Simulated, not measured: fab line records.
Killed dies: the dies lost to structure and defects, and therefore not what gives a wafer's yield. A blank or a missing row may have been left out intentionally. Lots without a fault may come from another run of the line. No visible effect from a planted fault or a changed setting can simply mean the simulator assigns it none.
Matching of chambers -- flow nand harc -- NHARC_A_CONTACT_ETCH_102 on rie diel-12 has 4 sister chambers
The step etches the open film in CF4/O2, target depth 100 nm, overetch 10 nm, time 55 s. 4 wafers are shown with their chamber, then 8 later ones without.

## WAFERS WITH THEIR CHAMBER
wafer,chamber,showerhead plenum p Torr (Torr)
L424.5,1,1.28
L426.4,2,1.26
L426.6,3,1.36
L434.3,0,1.25

## WAFERS WITH NO CHAMBER GIVEN
wafer,showerhead plenum p Torr (Torr)
L434.4,1.35
L434.5,1.28
L438.1,1.28
L438.2,1.25
L438.4,1.25
L442.3,1.25
L442.4,1.28
L442.5,1.25

## EACH ONE'S CHAMBER
wafer,from the rows above,in truth
L434.4,3,3
L434.5,1,1
L438.1,1,1
L438.2,0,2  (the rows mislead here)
L438.4,0,0
L442.3,0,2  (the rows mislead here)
L442.4,1,1
L442.5,0,0
Placed correctly: 6 of 8. Not placeable from these rows: 0. Placed wrongly: 2.
How it was worked out, from the rows above alone: a wafer's distance from a chamber is the root of the sum, over the readings, of the square of ((its reading less the chamber's mean) divided by the reading's scatter). The wafer belongs to the nearest chamber; if the next one is less than 2 further off, it can't be placed. A chamber's mean is the mean of its shown wafers. The scatter: with one shown wafer a chamber, the root of the mean of the squares of how far each hidden wafer lies from its nearest shown one.
